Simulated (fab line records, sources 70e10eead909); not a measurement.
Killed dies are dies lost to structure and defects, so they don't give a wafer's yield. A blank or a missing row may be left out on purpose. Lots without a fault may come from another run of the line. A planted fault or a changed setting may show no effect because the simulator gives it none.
One fault seen from 2 desks | flow nand_harc | each desk has only its own numbers; what lay behind them comes last

THE TOOL OWNER'S DESK: pecvd-04
The tool's own readings at NHARC_A_CHANNEL_HOLE_D1_DEP_01 (deposits SiON, target thk 140 nm): means of the sampled wafers that have a number, for each lot that ran on this tool. A lot is out of limits, marked OUT, if its mean lies more than 4 standard deviations from the usual mean; the brackets give that distance.
Columns: A = chamber_pressure_Torr at NHARC_A_CHANNEL_HOLE_D1_DEP_01, usual 3.498 Torr; B = heater_power_w at NHARC_A_CHANNEL_HOLE_D1_DEP_01, usual 727 W
lot  | first seen here | A     | B
L414 | day 8 04:29     | 3.499 | 809
L416 | day 8 23:45     | 3.499 | 734
L415 | day 9 00:41     | 3.501 | 781
L422 | day 10 00:23    | 3.496 | 719
L421 | day 10 00:34    | 3.497 | 685
L424 | day 10 14:38    | 3.498 | 733
L428 | day 11 18:30    | 3.494 | 709
L430 | day 12 04:19    | 3.503 | 708
This desk's finding: nothing out of limits on any of the 8 lots.

THE DEFECT DESK
What the inspections along the route counted, lot by lot: means of the sampled wafers that have a number. A lot is out of limits, marked OUT, if its mean lies more than 4 standard deviations from the usual mean; the brackets give that distance.
Columns: A = raw_defect_count at NHARC_A_BONDPAD_INSPECT_23, usual 481; B = raw_defect_count at NHARC_THIN_TSV_INSPECT_40, usual 467
lot  | first seen here | A    | B
L414 | day 17 22:05    | 373  | 521
L417 | day 18 04:01    | 1034 | 339
L416 | day 18 05:07    | 388  | 391
L415 | day 18 06:28    | 477  | 494
L418 | day 18 09:46    | 582  | 433
L420 | day 19 04:16    | 559  | 384
L421 | day 19 12:39    | 371  | 437
L422 | day 19 22:32    | 428  | 436
L424 | day 20 04:23    | 390  | 442
L428 | day 22 05:58    | 440  | 520
L430 | day 22 17:37    | 254  | 482
L432 | day 22 18:52    | 702  | 402
L437 | day 23 13:16    | 720  | 485
L436 | day 24 00:58    | 441  | 460
This desk's finding: nothing out of limits on any of the 14 lots.

PUT TOGETHER
The tool owner's desk saw nothing out of limits.
The defect desk saw nothing out of limits.

WHAT THE SIMULATOR HAD PUT IN
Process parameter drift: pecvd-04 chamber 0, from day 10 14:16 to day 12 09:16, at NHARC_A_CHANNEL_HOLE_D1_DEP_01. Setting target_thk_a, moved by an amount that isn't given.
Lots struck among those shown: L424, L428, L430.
